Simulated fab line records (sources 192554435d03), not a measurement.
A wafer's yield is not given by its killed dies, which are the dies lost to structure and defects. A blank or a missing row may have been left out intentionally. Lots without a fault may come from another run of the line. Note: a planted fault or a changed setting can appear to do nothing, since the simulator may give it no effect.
Which tool was responsible? || flow n5_finfet || 10 lots, 30 wafers sampled, at 3 steps of a route of 1938

WHAT EACH GAUGE READ, for each wafer
N5_BEOL_M7_OVL_MEAS_12. Usual: M7_OVL typically reads 0.3 nm, with standard deviation 0.74.
{"lot": "L300", "measured": "day 8 22:27", "on": "overlay-01", "M7_OVL (nm)": "0.0 0.2 0.0", "flag": ""}
{"lot": "L299", "measured": "day 9 05:00", "on": "overlay-02", "M7_OVL (nm)": "1.2 1.4 0.4", "flag": ""}
{"lot": "L301", "measured": "day 9 08:05", "on": "overlay-01", "M7_OVL (nm)": "0.4 1.2 0.8", "flag": ""}
{"lot": "L303", "measured": "day 9 19:46", "on": "overlay-01", "M7_OVL (nm)": "0.3 -1.1 -0.5", "flag": ""}
{"lot": "L307", "measured": "day 11 02:47", "on": "overlay-01", "M7_OVL (nm)": "-0.4 0.2 -0.5", "flag": ""}
{"lot": "L308", "measured": "day 11 12:41", "on": "overlay-01", "M7_OVL (nm)": "-0.7 -0.5 -0.3", "flag": ""}
{"lot": "L309", "measured": "day 11 21:58", "on": "overlay-02", "M7_OVL (nm)": "0.3 0.0 0.6", "flag": ""}
{"lot": "L320", "measured": "day 14 08:59", "on": "overlay-02", "M7_OVL (nm)": "0.8 0.5 0.6", "flag": ""}
{"lot": "L319", "measured": "day 14 13:14", "on": "overlay-02", "M7_OVL (nm)": "0.0 -0.3 -1.4", "flag": ""}
{"lot": "L321", "measured": "day 15 05:19", "on": "overlay-01", "M7_OVL (nm)": "-0.3 0.7 0.5", "flag": ""}

EACH LOT AND THE TOOL THAT RAN IT (in order: tool; ch and the chambers of the sampled wafers; start)
{"lot": "L300", "N5_BEOL_M6_CMP_52": "cmp-02 ch 0,3, day 8 19:38", "N5_BEOL_M7_COAT_05": "litho_track-04 ch 0, day 8 22:03"}
{"lot": "L299", "N5_BEOL_M6_CMP_52": "cmp-02 ch 0,1, day 9 02:28", "N5_BEOL_M7_COAT_05": "litho_track-02 ch 0, day 9 04:37"}
{"lot": "L301", "N5_BEOL_M6_CMP_52": "cmp-02 ch 0,3, day 9 05:26", "N5_BEOL_M7_COAT_05": "litho_track-02 ch 0, day 9 07:40"}
{"lot": "L303", "N5_BEOL_M6_CMP_52": "cmp-04 ch 0,1,2, day 9 16:41", "N5_BEOL_M7_COAT_05": "litho_track-05 ch 0, day 9 19:22"}
{"lot": "L307", "N5_BEOL_M6_CMP_52": "cmp-01 ch 0,3, day 10 23:43", "N5_BEOL_M7_COAT_05": "litho_track-05 ch 0, day 11 02:31"}
{"lot": "L308", "N5_BEOL_M6_CMP_52": "cmp-02 ch 2,3, day 11 09:30", "N5_BEOL_M7_COAT_05": "litho_track-05 ch 0, day 11 12:25"}
{"lot": "L309", "N5_BEOL_M6_CMP_52": "cmp-04 ch 1,2,3, day 11 19:23", "N5_BEOL_M7_COAT_05": "litho_track-05 ch 0, day 11 21:34"}
{"lot": "L320", "N5_BEOL_M6_CMP_52": "cmp-01 ch 0,1,3, day 14 06:31", "N5_BEOL_M7_COAT_05": "litho_track-02 ch 0, day 14 08:35"}
{"lot": "L319", "N5_BEOL_M6_CMP_52": "cmp-01 ch 0,1,2, day 14 07:56", "N5_BEOL_M7_COAT_05": "litho_track-02 ch 0, day 14 12:50"}
{"lot": "L321", "N5_BEOL_M6_CMP_52": "cmp-04 ch 0,1,2, day 14 23:56", "N5_BEOL_M7_COAT_05": "litho_track-05 ch 0, day 15 04:55"}
- N5_BEOL_M6_CMP_52: polishes, stops on SiCOH lowk, t overpolish 6.9 s, target thk 80 nm.
- N5_BEOL_M7_COAT_05: resist thk 90 nm.

WHAT THE TOOLS THEMSELVES READ (means of the sampled wafers that have a number; where no wafer has one, the mark that the record gives instead)
N5_BEOL_M6_CMP_52. Usual: barrier_field_endpoint_s 28.6 s, standard deviation 0.74; clearing_platen_rpm 49.998 rpm, standard deviation 0.026; edge_zone_pressure_frac 0.999, standard deviation 0.0046; motor_current_A 5.8 A, standard deviation 0.55; overpolish_run_s 6.900 s, standard deviation 0.0088; platen_rpm 50.00 rpm, standard deviation 0.038; retaining_ring_pressure_frac 1.000, standard deviation 0.0047; time_to_endpoint_s 61 s, standard deviation 3.1.
{"lot": "L300", "tool": "cmp-02", "barrier_field_endpoint_s (s)": 28.1, "clearing_platen_rpm (rpm)": 49.987, "edge_zone_pressure_frac": 0.999, "motor_current_A (A)": 5.2, "overpolish_run_s (s)": 6.901, "platen_rpm (rpm)": 50.01, "retaining_ring_pressure_frac": 0.999, "time_to_endpoint_s (s)": 61, "flag": ""}
{"lot": "L299", "tool": "cmp-02", "barrier_field_endpoint_s (s)": 27.9, "clearing_platen_rpm (rpm)": 50.025, "edge_zone_pressure_frac": 1.000, "motor_current_A (A)": 5.3, "overpolish_run_s (s)": 6.899, "platen_rpm (rpm)": 50.00, "retaining_ring_pressure_frac": 1.004, "time_to_endpoint_s (s)": 58, "flag": ""}
{"lot": "L301", "tool": "cmp-02", "barrier_field_endpoint_s (s)": 27.9, "clearing_platen_rpm (rpm)": 49.951, "edge_zone_pressure_frac": 0.998, "motor_current_A (A)": 5.1, "overpolish_run_s (s)": 6.902, "platen_rpm (rpm)": 49.98, "retaining_ring_pressure_frac": 0.995, "time_to_endpoint_s (s)": 57, "flag": ""}
{"lot": "L303", "tool": "cmp-04", "barrier_field_endpoint_s (s)": 27.8, "clearing_platen_rpm (rpm)": 49.988, "edge_zone_pressure_frac": 0.999, "motor_current_A (A)": 6.0, "overpolish_run_s (s)": 6.901, "platen_rpm (rpm)": 50.00, "retaining_ring_pressure_frac": 1.000, "time_to_endpoint_s (s)": 61, "flag": ""}
{"lot": "L307", "tool": "cmp-01", "barrier_field_endpoint_s (s)": 28.9, "clearing_platen_rpm (rpm)": 50.002, "edge_zone_pressure_frac": 0.998, "motor_current_A (A)": 6.1, "overpolish_run_s (s)": 6.903, "platen_rpm (rpm)": 49.99, "retaining_ring_pressure_frac": 1.000, "time_to_endpoint_s (s)": 63, "flag": ""}
{"lot": "L308", "tool": "cmp-02", "barrier_field_endpoint_s (s)": 28.5, "clearing_platen_rpm (rpm)": 50.015, "edge_zone_pressure_frac": 0.998, "motor_current_A (A)": 5.4, "overpolish_run_s (s)": 6.907, "platen_rpm (rpm)": 50.00, "retaining_ring_pressure_frac": 1.000, "time_to_endpoint_s (s)": 61, "flag": ""}
{"lot": "L309", "tool": "cmp-04", "barrier_field_endpoint_s (s)": 29.7, "clearing_platen_rpm (rpm)": 50.011, "edge_zone_pressure_frac": 0.997, "motor_current_A (A)": 5.8, "overpolish_run_s (s)": 6.906, "platen_rpm (rpm)": 49.99, "retaining_ring_pressure_frac": 0.999, "time_to_endpoint_s (s)": 64, "flag": ""}
{"lot": "L320", "tool": "cmp-01", "barrier_field_endpoint_s (s)": 29.0, "clearing_platen_rpm (rpm)": 49.996, "edge_zone_pressure_frac": 1.002, "motor_current_A (A)": 6.5, "overpolish_run_s (s)": 6.916, "platen_rpm (rpm)": 50.02, "retaining_ring_pressure_frac": 0.999, "time_to_endpoint_s (s)": 63, "flag": ""}
{"lot": "L319", "tool": "cmp-01", "barrier_field_endpoint_s (s)": 28.3, "clearing_platen_rpm (rpm)": 49.999, "edge_zone_pressure_frac": 0.999, "motor_current_A (A)": 6.2, "overpolish_run_s (s)": 6.900, "platen_rpm (rpm)": 50.00, "retaining_ring_pressure_frac": 0.992, "time_to_endpoint_s (s)": 59, "flag": ""}
{"lot": "L321", "tool": "cmp-04", "barrier_field_endpoint_s (s)": 28.9, "clearing_platen_rpm (rpm)": 49.973, "edge_zone_pressure_frac": 0.995, "motor_current_A (A)": 5.9, "overpolish_run_s (s)": 6.900, "platen_rpm (rpm)": 50.00, "retaining_ring_pressure_frac": 1.002, "time_to_endpoint_s (s)": 59, "flag": ""}

N5_BEOL_M7_COAT_05. Usual: spin_speed_rpm 1500.1 rpm, standard deviation 0.99.
{"lot": "L300", "tool": "litho_track-04", "spin_speed_rpm (rpm)": 1501.0, "flag": ""}
{"lot": "L299", "tool": "litho_track-02", "spin_speed_rpm (rpm)": 1500.3, "flag": ""}
{"lot": "L301", "tool": "litho_track-02", "spin_speed_rpm (rpm)": 1499.9, "flag": ""}
{"lot": "L303", "tool": "litho_track-05", "spin_speed_rpm (rpm)": 1499.5, "flag": ""}
{"lot": "L307", "tool": "litho_track-05", "spin_speed_rpm (rpm)": 1500.1, "flag": ""}
{"lot": "L308", "tool": "litho_track-05", "spin_speed_rpm (rpm)": 1602.0, "flag": "OFF"}
{"lot": "L309", "tool": "litho_track-05", "spin_speed_rpm (rpm)": 1602.5, "flag": "OFF"}
{"lot": "L320", "tool": "litho_track-02", "spin_speed_rpm (rpm)": 1499.8, "flag": ""}
{"lot": "L319", "tool": "litho_track-02", "spin_speed_rpm (rpm)": 1500.2, "flag": ""}
{"lot": "L321", "tool": "litho_track-05", "spin_speed_rpm (rpm)": 1499.9, "flag": ""}

THE ANSWER, worked out from the rows above alone
Rule: lot off if the mean of its wafers having a number is beyond 3 standard deviations from the usual mean. Also off: a lot with no number at a reading for which 4 or more lots have one. The other lots that the step has rows for count as sound. Order of review: gauges by route order, followed by the tools' own readings, for which a lot's mean as printed above is used. The first step at which some lot is off is used, and at that step the reading that is off furthest; a lot without a number counts as furthest.
Off: L308, L309 (N5_BEOL_M7_COAT_05, spin_speed_rpm).
If a tool, at that step or one of the process steps before it, ran each lot that is off and ran no sound lot following the first of them, it fits. No candidate that was tried fits.

WHAT THE SIMULATOR HAD PUT IN
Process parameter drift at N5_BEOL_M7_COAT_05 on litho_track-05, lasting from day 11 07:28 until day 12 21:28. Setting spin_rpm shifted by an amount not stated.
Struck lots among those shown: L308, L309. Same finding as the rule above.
